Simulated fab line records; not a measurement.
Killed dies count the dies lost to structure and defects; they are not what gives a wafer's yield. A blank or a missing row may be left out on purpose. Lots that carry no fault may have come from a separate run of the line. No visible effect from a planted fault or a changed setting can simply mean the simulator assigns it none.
fab line records    flow n5_finfet
record: lots: 4  wafers: 12  last_day: 18
route steps=1938 shown DUMMY_GATE@255 SPACER0@258 SD_EPI_N@262 SD_EPI_P@295 BEOL_M4@1111 PASSIVATION@1936
lots that met no fault: taken from a fault-free run of the same line
start_h: hours from the record's first day to the start of the lot's first wafer shown    wait_h: time in hours since the lot's previous step    " identical to the entry in the row above    L1.1+2: one row covering several wafers at once    - value missing, or start not given    * or withheld: withheld    < > ~ a bound
route shown NAME@n: a module of which the file shows steps, and the number in the route of the first    usual: mean/standard deviation taken from wafers without a fault    same: alike in all rows    chamber/n: place in a boat    sites: readings site by site    _std_site: how widely they spread, as a standard deviation    _edge_site: inner sites' mean taken away from outer sites' mean    radius_mm: for every site, how far away it sits from the centre of the wafer    mask NAME#n: copy n    behind: the most recent tool/chamber to have shaped the wafer    hold: why the lot was held/for how many hours/how that ended    device: names the non-switching transistor (n, p or np)    end of line: the tests these same wafers got at the end of their route    a step without rows: its recipe alone    killed: the dies lost at the first sort to structure and to defects; this is not the yield of the wafer    map: a wafer's dies, marking killed ones x, the rest . and places with no die _
set.NAME: the setting the step ran with; set.NAME@STEP: the setting that earlier step ran with    model.NAME: the simulator's own value behind a step, which no gauge read
a table for each step, a row for each wafer; lots at some steps of the route
services: the hour from which a tool's chamber was out of use, counted from the record's first day as start_h (under 0 if before that day), plus the number of hours and why
== steps ==
step: N5_DUMMY_GATE_SRD_26
recipe: dry: ipa_marangoni  time_s: 30  temp_c: 23  rinse_liquid: diw
step: N5_DUMMY_GATE_UV_OZONE_45
recipe: time_s: 120  pressure_torr: 760  temp_c: 25
step: N5_SPACER0_ALD_07
recipe: material: SiNx  target_thk_a: 20  temp_c: 400  ald_precursor_family: SiH2I2  ald_co_reactant: N2/H2-plasma  pressure_torr: 2
step: N5_SPACER0_ALD_00
recipe: material: SiOCN  target_thk_a: 35  temp_c: 400  ald_precursor_family: alkyl-aminosilane  ald_co_reactant: O2/N2-plasma  pulse_time_s: 3  purge_time_s: 2  co_reactant_purge_time_s: 2  ald_cycles: 58  pressure_torr: 2
step: N5_SPACER0_ALD_08
recipe: material: SiNx  target_thk_a: 20  temp_c: 400  ald_precursor_family: SiH2I2  ald_co_reactant: N2/H2-plasma  pressure_torr: 2
step: N5_SD_EPI_N_COAT_32
recipe: resist: SOC  temp_c: 250  time_s: 60  spin_rpm: 1500  resist_thk_nm: 350
step: N5_SD_EPI_N_COAT_33
recipe: resist: SiARC  temp_c: 220  time_s: 60  spin_rpm: 1500  resist_thk_nm: 35
step: N5_SD_EPI_N_COAT_03
recipe: resist: CAR-ArF-block  spin_rpm: 1500  resist_thk_nm: 150
step: N5_SD_EPI_N_EBR_05
recipe: solvent: PGMEA  ebr_width_mm: 1.5
step: N5_SD_EPI_N_SOFTBAKE_04
recipe: temp_c: 110  time_s: 60  resist: CAR-ArF-block
step: N5_SD_EPI_N_EXPOSE_06
recipe: mask_id: SD_N_BLK  na: 1.35  source_shape: conventional  sigma_outer: 0.8  polarization: unpolarized  target_cd_nm: 120  dose_mj: 39.75
usual: exposure_dose_mJ_cm2: 39.74/0.038  focus_offset_nm: 0.1/0.5  stage_vel_mm_s: 499.99/0.28
lot.wafer  tool             chamber  start_h  wait_h  mask        exposure_dose_mJ_cm2  focus_offset_nm  stage_vel_mm_s
L805.1     arfi_scanner-02  0        82.70    -       SD_N_BLK#0  39.71                 0.8              500.03
L805.5     "                0        "        "       SD_N_BLK#0  39.74                 0.3              500.38
L805.6     "                0        "        "       SD_N_BLK#0  39.68                 0.3              499.46
L816.1     arfi_scanner-02  0        152.73   -       SD_N_BLK#0  29.64                 0.1              499.92
L816.4     "                0        "        "       SD_N_BLK#0  29.63                 -0.5             499.83
L816.6     "                0        "        "       SD_N_BLK#0  29.62                 0.1              500.05
L819.1     arfi_scanner-02  0        167.95   -       SD_N_BLK#0  31.67                 0.5              499.83
L819.5     "                0        "        "       SD_N_BLK#0  31.68                 1.4              500.32
L819.6     "                0        "        "       SD_N_BLK#0  31.63                 0.7              500.30
L822.1     arfi_scanner-03  0        186.50   -       SD_N_BLK#0  39.69                 -0.1             499.91
L822.4     "                0        "        "       SD_N_BLK#0  39.75                 -0.3             500.00
L822.6     "                0        "        "       SD_N_BLK#0  39.72                 0.6              499.90
step: N5_SD_EPI_N_PEB_07
recipe: peb_temp_c: 110  peb_time_s: 60  resist: CAR-ArF-block
step: N5_SD_EPI_N_DEVELOP_08
recipe: develop_time_s: 30  developer: TMAH  resist: CAR-ArF-block  dev_temp_c: 23  rinse_liquid: diw  dry: air_spin
step: N5_SD_EPI_N_CD_MEAS_09
recipe: target_cd_nm: 120  landing_energy_ev: 500  detector: se_inlens
usual: cd_nm: 120.0/0.55
lot.wafer  tool       chamber  start_h  wait_h  cd_nm
L805.1     cd_sem-01  0        82.83    -       119.5
L805.5     "          0        "        "       119.6
L805.6     "          0        "        "       120.2
L816.1     cd_sem-03  0        152.85   -       100.5
L816.4     "          0        "        "       99.3
L816.6     "          0        "        "       101.2
L819.1     cd_sem-02  0        168.08   -       104.7
L819.5     "          0        "        "       103.8
L819.6     "          0        "        "       103.6
L822.1     cd_sem-02  0        186.62   -       119.5
L822.4     "          0        "        "       120.1
L822.6     "          0        "        "       120.2
step: N5_SD_EPI_N_DESCUM_14
recipe: chemistry: O2  time_s: 7.9  source_power_w: 50  bias_power_w: 20  pressure_mtorr: 20  rf_frequency_hz: 2.712e+07  temp_c: 40  resist: CAR-ArF-block  o2_flow_sccm: 225
usual: drypump_motor_current_A: 6.0/0.38  oes_product_au: 0.76/0.084  rf_vpp_V: 243.2/1.1  showerhead_plenum_p_Torr: 2.09/0.051  throttle_valve_pct: 20.54/0.28
same: time_s: 7.9
lot.wafer  tool         chamber  start_h  wait_h  drypump_motor_current_A  oes_product_au  rf_hours_counter_h  rf_vpp_V  showerhead_plenum_p_Torr  throttle_valve_pct  model.SD_EPI_N.cd_nm
L805.1     rie_diel-03  1        83.01    0.1     6.5                      0.67            235                 242.8     2.06                      20.93               119.6
L805.5     "            2        "        "       5.5                      0.71            -                   245.2     2.15                      20.83               119.4
L805.6     "            1        "        "       6.5                      0.68            -                   243.7     2.06                      20.95               119.8
L816.1     rie_diel-04  1        153.10   0.2     6.0                      0.71            178                 243.4     2.09                      20.43               100.2
L816.4     "            1        "        "       6.0                      0.71            -                   244.2     2.09                      20.43               99.6
L816.6     "            3        "        "       6.3                      0.68            -                   241.1     1.98                      20.87               101.2
L819.1     rie_diel-03  3        168.19   0.1     6.3                      0.81            103                 243.9     2.11                      20.29               104.6
L819.5     "            2        "        "       5.5                      0.69            -                   244.0     2.14                      20.88               103.8
L819.6     "            0        "        "       5.8                      0.85            -                   244.2     2.12                      20.63               104
L822.1     rie_diel-05  3        186.71   0.0     6.2                      0.71            215                 243.1     2.15                      20.80               119.8
L822.4     "            0        "        "       6.1                      0.84            -                   241.8     2.03                      20.16               120.2
L822.6     "            3        "        "       6.2                      0.71            -                   244.3     2.15                      20.81               120
step: N5_SD_EPI_N_ETCH_34
recipe: chemistry: CF4  target: SiARC  target_depth_a: 455  mask_material: CAR-ArF-block  time_s: 75.8  ion_energy_ev: 80  pressure_mtorr: 40  source_w: 545  bias_w: 36  Ar_flow_sccm: 100  cf4_flow_sccm: 100  ends: cleared
step: N5_SD_EPI_N_ETCH_35
recipe: chemistry: N2/H2  target: SOC  overetch_a: 1080  mask_material: SiARC  temp_c: 40  ion_energy_ev: 100  source_w: 3000  bias_w: 133  pressure_mtorr: 20  time_s: 486  n2_flow_sccm: 200  h2_flow_sccm: 200
step: N5_SD_EPI_N_STRIP_36
recipe: chemistry: N2/H2  temp_c: 40  n2_flow_sccm: 200  h2_flow_sccm: 200  rf_frequency_hz: 6e+07
step: N5_SD_EPI_N_ETCHBACK_44
recipe: chemistry: CH3F/O2  mode: anisotropic_etchback  target: SiNx  target_depth_a: 145  stop_on: SiO2  over_etch_frac: 0.3  ion_energy_ev: 120  pressure_mtorr: 30  source_w: 395  bias_w: 73  Ar_flow_sccm: 150  CH3F_flow_sccm: 30  O2_flow_sccm: 20
step: N5_SD_EPI_N_ETCH_45
recipe: chemistry: CH3F/O2  target: SiOCN  target_depth_a: 60  mask_material: SOC  ion_energy_ev: 60  bias_w: 29  pressure_mtorr: 15  source_w: 410  Ar_flow_sccm: 150  CH3F_flow_sccm: 30  O2_flow_sccm: 20
step: N5_SD_EPI_N_ETCH_16
recipe: chemistry: CHF3/O2  target: SiO2  target_depth_a: 50  mask_material: SOC  pressure_mtorr: 30  source_w: 650  bias_w: 170  Ar_flow_sccm: 200  CHF3_flow_sccm: 50  O2_flow_sccm: 5  ion_energy_ev: 200
step: N5_SD_EPI_N_STRIP_47
recipe: chemistry: CHF3/O2  resist: SiARC  rf_frequency_hz: 6e+07
step: N5_SD_EPI_N_SD_RECESS_17
recipe: chemistry: HBr/Cl2/O2  target_depth_a: 410  mask_material: SOC  time_s: 23.7  bt_time_s: 3  pressure_mtorr: 10  icp_w: 800  bias_w: 112  HBr_flow_sccm: 150  Cl2_flow_sccm: 80  O2_flow_sccm: 12
usual: O2_flow_sccm: 12.00/0.034  drypump_motor_current_A: 5.8/0.46  oes_product_au: 1.003/0.013  throttle_valve_pct: 36.92/0.24
same: time_s: 23.7
lot.wafer  tool       chamber  start_h  wait_h  O2_flow_sccm  drypump_motor_current_A  oes_product_au  rf_hours_counter_h  throttle_valve_pct  model.SD_EPI_N.cd_nm
L805.1     rie_si-05  0        83.70    0.0     11.98         5.5                      1.024           114                 36.98               118.6
L805.5     "          3        "        "       12.06         6.4                      0.978           -                   36.98               117.8
L805.6     "          0        "        "       12.00         5.5                      1.011           -                   36.99               118.6
L816.1     rie_si-02  3        153.79   0.0     11.94         6.0                      0.982           74                  36.84               101.2
L816.4     "          2        "        "       12.00         6.3                      0.999           83                  36.89               99.4
L816.6     "          2        "        "       11.99         6.2                      1.009           -                   36.88               100
L819.1     rie_si-06  1        168.88   0.0     12.00         4.9                      1.013           95                  36.88               103.6
L819.5     "          2        "        "       12.00         6.4                      0.990           -                   37.29               102.4
L819.6     "          3        "        "       11.98         5.6                      1.010           -                   36.74               104
L822.1     rie_si-05  2        187.39   0.0     12.03         5.4                      1.007           148                 37.47               119.8
L822.4     "          1        "        "       12.04         5.6                      1.005           130                 36.67               120.2
L822.6     "          2        "        "       12.01         5.4                      1.003           -                   37.48               119
step: N5_SD_EPI_N_STRIP_38
recipe: chemistry: N2/H2  power_w: 1000  temp_c: 250  h2_frac: 0.65  overash_fraction: 0.3  pressure_mtorr: withheld  n2_flow_sccm: 1750  h2_flow_sccm: 3250
step: N5_SD_EPI_N_WET_ETCH_43
recipe: chemistry: dHF  dilution: withheld  time_s: 14  target: SiO2  target_depth_a: 15  temp_c: 25
step: N5_SD_EPI_N_STRIP_18
recipe: chemistry: SPM  time_s: 750  temp_c: 130  h2so4_h2o2_vol_ratio: 4
step: N5_SD_EPI_N_SRD_20
recipe: dry: ipa_marangoni  do_ppb: 5  time_s: 30  temp_c: 23  rinse_liquid: diw
step: N5_SD_EPI_N_PRECLEAN_48
recipe: chemistry: NF3:NH3  afs_cycles: 2  temp_c: 30  time_s: 20  sublimation_temp_c: 180  sublimation_time_s: 60  pressure_torr: 3  rf_power_w: 30
step: N5_SD_EPI_N_VAPOR_ETCH_50
recipe: chemistry: HCl  target: Si  temp_c: 775  time_s: 54  pressure_torr: 20  mode: isotropic
step: N5_SD_EPI_N_EPI_21
recipe: material: Si:P  dopant: P  temp_c: 680  pressure_torr: 255  time_s: 690
step: N5_SD_EPI_N_PRECLEAN_24
recipe: chemistry: O3/DIW  time_s: 60  temp_c: 22  o3_ppm: 10
step: N5_SD_EPI_N_SRD_25
recipe: time_s: 30  temp_c: 23  rinse_liquid: diw  dry: ipa_marangoni
step: N5_SD_EPI_N_PRECLEAN_49
recipe: chemistry: NF3:NH3  afs_cycles: 1  temp_c: 30  time_s: 20  sublimation_temp_c: 180  sublimation_time_s: 60  pressure_torr: 3  rf_power_w: 30
step: N5_SD_EPI_N_LINER_46
recipe: material: SiNx  target_thk_a: 30  temp_c: 400  ald_precursor_family: SiH2I2  ald_co_reactant: N2/H2-plasma  pressure_torr: 2
step: N5_SD_EPI_P_COAT_34
recipe: resist: SOC  temp_c: 250  time_s: 60  spin_rpm: 1500  resist_thk_nm: 350
step: N5_SD_EPI_P_COAT_35
recipe: resist: SiARC  temp_c: 220  time_s: 60  spin_rpm: 1500  resist_thk_nm: 35
step: N5_BEOL_M4_RC_MEAS_101
usual: DIBL_N: 36.5/1.4  DIBL_P: 36.9/1.7  IOFF_N: 0.163/0.023  IOFF_P: 0.22/0.032  ION_N: 673/9  ION_P: 462/7.5  SS_N: 71.6/0.54  SS_P: 73.4/0.62  VT_N: 249.8/2.8  VT_P: -250/3.5
lot.wafer  tool       chamber  start_h  wait_h  DIBL_N[mV/V]  DIBL_P[mV/V]  IOFF_N[nA/um]  IOFF_P[nA/um]  ION_N[uA/um]  ION_P[uA/um]  SS_N[mV/dec]  SS_P[mV/dec]  VT_N[mV]  VT_P[mV]
L805.1     prober-01  0        197.49   0.0     37.2          37.0          0.167          0.21           689           465           71.7          74.4          249.0     -250
L805.5     "          0        "        "       35.1          34.9          0.136          0.18           679           462           71.6          73.6          250.5     -253
L805.6     "          0        "        "       35.8          36.0          0.140          0.20           661           461           71.8          74.8          252.7     -251
L816.1     prober-02  0        276.53   0.0     36.5          38.4          0.171          0.22           669           457           71.6          73.4          248.7     -248
L816.4     "          0        "        "       36.6          38.5          0.178          0.23           683           469           72.6          72.7          249.9     -249
L816.6     "          0        "        "       36.5          38.4          0.169          0.22           681           467           71.5          73.4          249.4     -252
L819.1     prober-02  0        282.12   0.0     34.8          36.2          0.133          0.17           662           451           70.5          73.5          252.7     -255
L819.5     "          0        "        "       34.5          36.6          0.137          0.17           670           450           70.9          73.3          251.2     -252
L819.6     "          0        "        "       34.7          36.0          0.135          0.16           663           451           71.5          72.9          251.8     -258
L822.1     prober-02  0        303.67   0.0     36.8          35.8          0.174          0.24           670           468           71.3          73.7          247.3     -249
L822.4     "          0        "        "       36.5          34.9          0.172          0.23           662           455           72.4          73.5          248.9     -249
L822.6     "          0        "        "       35.4          34.1          0.147          0.22           671           462           71.2          72.8          249.3     -249
step: N5_PASSIVATION_PROBE_49
usual: defect_limited_yield: 91.2/1.4  killed_at_M0_to_M3: 35/11  killed_at_M4_up: 12/4.2  killed_at_contacts: 13/5.6  killed_at_front_end: 40/12  killed_at_other: 3.3/2.6  killed_dies: 103/17  killed_on_rim: 14/4.5  killed_open: 68/12  killed_short: 34/7.6  sort_bin_5_function: 5.1/0.95  sort_bin_6_memory: 3.3/0.68  sort_n_pass: 1077/17  sort_yield_pct: 91.2/1.4
same: gross_dies: 1180  killed_at_back_side: 0  sort_bin_4_leakage[%]: 0  sort_bin_8_speed[%]: 0
lot.wafer  tool       chamber  start_h  wait_h  defect_limited_yield[%]  killed_at_M0_to_M3  killed_at_M4_up  killed_at_contacts  killed_at_front_end  killed_at_other  killed_dies  killed_on_rim  killed_open  killed_short  sort_bin_5_function[%]  sort_bin_6_memory[%]  sort_n_pass  sort_yield_pct[%]
L805.1     prober-01  -        309.91   0.0     92.6                     39                  14               10                  19                   5                87           6              58           29            4.5                     2.7                   1093         92.6
L805.5     prober-01  -        310.11   0.2     92.5                     24                  12               13                  35                   4                88           12             59           28            4.2                     2.9                   1092         92.5
L805.6     prober-01  -        310.16   0.3     91.7                     25                  16               14                  42                   1                98           9              68           28            5.3                     2.9                   1082         91.7
L816.1     prober-01  -        374.91   0.0     64.6                     39                  12               12                  349                  6                418          18             91           30            31.2                    3.9                   762          64.6
L816.4     prober-01  -        375.06   0.2     54.4                     28                  10               16                  480                  4                538          15             75           32            41.1                    4.3                   642          54.4
L816.6     prober-01  -        375.16   0.3     54.3                     48                  16               17                  456                  2                539          16             79           37            42.5                    3.1                   641          54.3
L819.1     prober-02  -        382.98   0.0     80.8                     52                  6                11                  151                  7                227          15             75           27            15.9                    2.9                   953          80.8
L819.5     prober-02  -        383.18   0.2     75.3                     41                  15               18                  212                  6                292          15             66           34            21.1                    3.2                   888          75.3
L819.6     prober-02  -        383.23   0.3     80.1                     52                  9                14                  154                  6                235          16             73           44            16.7                    3.0                   945          80.1
killed by level:class
L805.1 MOL_CONTACT_COAG:geometric_particle:open=9 BEOL_M3:geometric_particle:open=7 BEOL_M1:geometric_particle:open=6 BEOL_M2:geometric_particle:open=6 BEOL_M5:geometric_particle:open=6 BEOL_M0_SAQP:geometric_particle:open=5 BEOL_M0_SAQP:geometric_particle:short=5 FIN_SAQP:geometric_particle:open=4
L805.5 FIN_SAQP:geometric_particle:short=13 BEOL_M0_SAQP:geometric_particle:open=12 FIN_SAQP:geometric_particle:open=10 MOL_CONTACT_COAG:geometric_particle:open=10 BEOL_M3:geometric_particle:open=4 BEOL_M1:geometric_particle:open=3 BEOL_M3:geometric_particle:short=3 BEOL_M4:geometric_particle:open=3
L805.6 BEOL_M3:geometric_particle:open=11 MOL_CONTACT_COAG:geometric_particle:open=11 STI_FIN_REVEAL:geometric_particle:open=8 FIN_SAQP:geometric_particle:open=5 FIN_SAQP:geometric_particle:short=5 BEOL_M1:geometric_particle:open=5 BEOL_M4:geometric_particle:open=5 BEOL_M3:geometric_particle:short=5
L816.1 SD_EPI_N:area_expose=295 STI_FIN_REVEAL:geometric_particle:open=20 BEOL_M2:geometric_particle:open=15 MOL_CONTACT_COAG:geometric_particle:open=10 FIN_SAQP:geometric_particle:open=7 BEOL_M0_SAQP:geometric_particle:open=6 BEOL_M0_SAQP:geometric_particle:short=6 BEOL_M3:geometric_particle:open=6
L816.4 SD_EPI_N:area_expose=431 STI_FIN_REVEAL:geometric_particle:open=18 MOL_CONTACT_COAG:geometric_particle:open=13 FIN_SAQP:geometric_particle:short=10 BEOL_M2:geometric_particle:open=9 BEOL_M0_SAQP:geometric_particle:open=8 FIN_SAQP:geometric_particle:open=5 BEOL_M0_SAQP:geometric_particle:short=5
L816.6 SD_EPI_N:area_expose=423 BEOL_M2:geometric_particle:open=23 MOL_CONTACT_COAG:geometric_particle:open=15 FIN_SAQP:geometric_particle:short=12 BEOL_M0_SAQP:geometric_particle:short=8 BEOL_M0_SAQP:geometric_particle:open=8 BEOL_M7:geometric_particle:open=6 FIN_SAQP:geometric_particle:open=4
L819.1 SD_EPI_N:area_expose=123 BEOL_M3:geometric_particle:open=13 FIN_SAQP:geometric_particle:open=10 BEOL_M0_SAQP:geometric_particle:open=9 BEOL_M0_SAQP:geometric_particle:short=8 BEOL_M0:geometric_particle:open=7 MOL_CONTACT_COAG:geometric_particle:short=6 BEOL_M1:geometric_particle:open=6
L819.5 SD_EPI_N:area_expose=192 MOL_CONTACT_COAG:geometric_particle:open=15 BEOL_M0_SAQP:geometric_particle:short=13 BEOL_M0_SAQP:geometric_particle:open=8 BEOL_M2:geometric_particle:open=7 BEOL_M3:geometric_particle:open=7 BEOL_M4:geometric_particle:open=6 FIN_SAQP:geometric_particle:open=4
L819.6 SD_EPI_N:area_expose=115 MOL_CONTACT_COAG:geometric_particle:open=13 BEOL_M0_SAQP:geometric_particle:short=12 STI_FIN_REVEAL:geometric_particle:open=10 BEOL_M0_SAQP:geometric_particle:open=8 BEOL_M3:geometric_particle:open=8 BEOL_M1:geometric_particle:open=6 BEOL_M1:geometric_particle:short=6
map L816.6 (x killed, . not)
_________________.....x.....x________________
______________...............x.._____________
___________....x.........x..xx.....__________
__________.............xxx....x....._________
________.....x.x....xx...x.....x.x...._______
_______.....x...xxx.x..xx..x.x..x..xx..______
______........x..xx.xxxxxx.x......x..x.._____
_____..x......xxxxxx..xxx..xx.xx.....xx..____
____...xxx..x.x...xxxxx.xx..x.x...x.xx....___
___.......xx.xxx.x.xxx.xx..xxxxx..x..x.x...__
___.......x..xx.xxxxx.xxxxxxxx....xx.......__
__..x..x.xx.xxxxxx..xx..xxxxxxxx....x..xx..x_
__......x.x.x..x..xxxx.xxxxxxx.x..xx...x...x_
_.....xx.xx...x.xxxxxxxx.xxxxxxxxx...xx......
_...x.xx.x..xxx..xxxxxxx.xx.xx.xxxxxx...x....
_..x.....x.xx.xxxx..xxxxxxxxxxxxxxxxx.x...x..
_....x...xxxxxxxxxxxxxxxxxxx.x.xx.xx.x.xx....
_...xx...xxx..xxxxxxxxxxx.x.xxxxx..x.xxxxx...
_...x.....xxxxx.xxx.xxxxxxxxxx.xx.xx.xxx..x..
_....x...xxxxxx.xxx.xxxxxxxx.xxxxxxxx.x....x.
_x.xxxx..x.xx.x.xxxxxxxxxxxxxxx.x.xxx.xx.....
__....x.xx.x.xxxxxxxxxxxxxxxxx..x.xxxx....x._
__........xxxxx.x.xxxxxxxxxxx.xxxxxxx.x....._
___x......x..x.x.xx.xxxxxxxxxx..x......x.x.__
___xxx...x.x..xxxx.xxxx.xxx.x.xx.xx...x....__
____.......x.x..x.xxx.xx.xx.x.xxx.xx..x...___
_____...xx.......x.xx...xxxxx..x..xx.x...____
______....x.x....xx.x.xx..x.x..........._____
_______...x.x......x.xx.x..xx..........______
________x..xx.x..x.x.......xx.x......._______
__________x........x..x.x....x....x._________
___________.x.....x..x.x..x...x....__________
______________.........x....x..._____________
_________________...xx.......________________
map L819.5 (x killed, . not)
_________________.x......x...________________
______________............x....._____________
___________...........x............__________
__________.x...x...................._________
________.x..................x..xxx...._______
_______..x......x........x.......xx..x.______
______..........x..x.xxx..x...x..x......_____
_____..........x......x.x..x.x..x..x.....____
____........xx.x..x.x..xx.x.x.x.x........x___
___...........xx.x..xx...x...xxx...........__
___x....x..xxxxxx.xx..x.xx..xx.x...x.......__
__...........x....xxxx.xx.xx.xx....x..x....._
__...x........xx.x..xx...x......x.x..x.x...._
_...x........xxx...xx.x.xx.x.xx..xx...x.....x
_.......x...x...xx.x.xxxxx......x............
_..........xx...xxx.xxxxx...xx..x.x.x........
_.........x.x...xx.xxxx.xxxx.xxx............x
_........x...xxxx.xxxxxxx.x.x...xxx..x.......
_....x...x...xxx.x.xxx..xx..xxx..x...........
_.x......x.x...x...x..x...x.xxxxx............
_.........x..x.xxxxxxx.xx...xx.xx...x.x......
__....xx.x.....x.xx.x.xxxx.x....xx.x........_
__.x..............x..xxxx..xx.xx..x..x......_
___.....x....x..x..x....x.x..x.....x...x.x.__
___.....x................xxx.x.......x....x__
____.......x.x..x.......x.....x..x...x....___
_____x.....x....xx....x.x..x.x...........____
______......x..........x........x...x..._____
_______.......x...x...x.x...xx.........______
________.....x...x......x......x..x..._______
__________.........................._________
___________........................__________
______________..xx.........x...._____________
_________________......x.....________________
== services ==
tool             chamber  start_h  hours  kind
arfi_scanner-03  -        64.55    4.9    pm
rie_si-06        2        77.98    1.8    repair
rie_diel-04      -        94.95    0.9    repair
arfi_scanner-02  -        101.95   1.0    pm
arfi_scanner-02  -        104.65   8.0    pm
arfi_scanner-02  -        112.65   1.3    pm
rie_si-06        2        121.58   4.2    repair
arfi_scanner-02  -        121.72   0.3    repair
rie_diel-03      1        123.06   -      clean
rie_diel-03      1        123.06   -      consumable_replace:focus_ring
rie_diel-03      1        123.06   22.2   scheduled_down
rie_diel-03      1        123.06   22.2   vent_cycle
rie_diel-04      2        149.43   -      clean
rie_diel-04      2        149.43   -      consumable_replace:focus_ring
arfi_scanner-03  -        151.51   1.3    pm
rie_diel-04      0        154.52   2.4    repair
arfi_scanner-02  -        155.08   2.0    repair
arfi_scanner-03  -        157.35   1.0    pm
arfi_scanner-02  -        160.94   0.8    pm
rie_diel-04      0        161.59   5.3    repair
rie_si-05        0        163.00   2.6    repair
rie_diel-03      1        165.50   5.0    repair
arfi_scanner-03  -        165.56   0.8    pm
arfi_scanner-02  -        181.10   1.0    pm
== key ==
first_sign: step: N5_SD_EPI_N_EXPOSE_06  reading: exposure_dose_mJ_cm2  direction: down  sigmas: 99+  usual: 39.74  struck: 30.64
effect: step: N5_SD_EPI_N_CD_MEAS_09  reading: cd_nm  direction: down  sigmas: 32  usual: 120.0  struck: 102.2  through: control_loop
effect: step: N5_PASSIVATION_PROBE_49  reading: sort_bin_5_function  direction: up  sigmas: 24  usual: 5.1  struck: 28.1
model_effect: step: N5_SD_EPI_N_DESCUM_14  value: SD_EPI_N.cd_nm  without: 120  struck: 102.2
model_effect: step: N5_SD_EPI_N_SD_RECESS_17  value: SD_EPI_N.cd_nm  without: 119.5  struck: 101.8
more_kills_born_at: N5_SD_EPI_N_EXPOSE_06@arfi_scanner-02: 1579
met_at N5_SD_EPI_N_EXPOSE_06
struck_wafers L816.1,L816.4,L816.6,L819.1,L819.5,L819.6
loop_trim: step: N5_SD_EPI_N_EXPOSE_06  setting: dose  lots: L819
onset_between 82.70 152.73
fault: kind: process_parameter_drift  tool: arfi_scanner-02  chamber: -  onset_h: 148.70  steps: N5_SD_EPI_N_EXPOSE_06  channel: dose_mj  offset: -10.123  shape: step  acts_in: these_recipes_only  stated: 39.75
loop_trim: a control loop set the setting to another value than it would have without faults
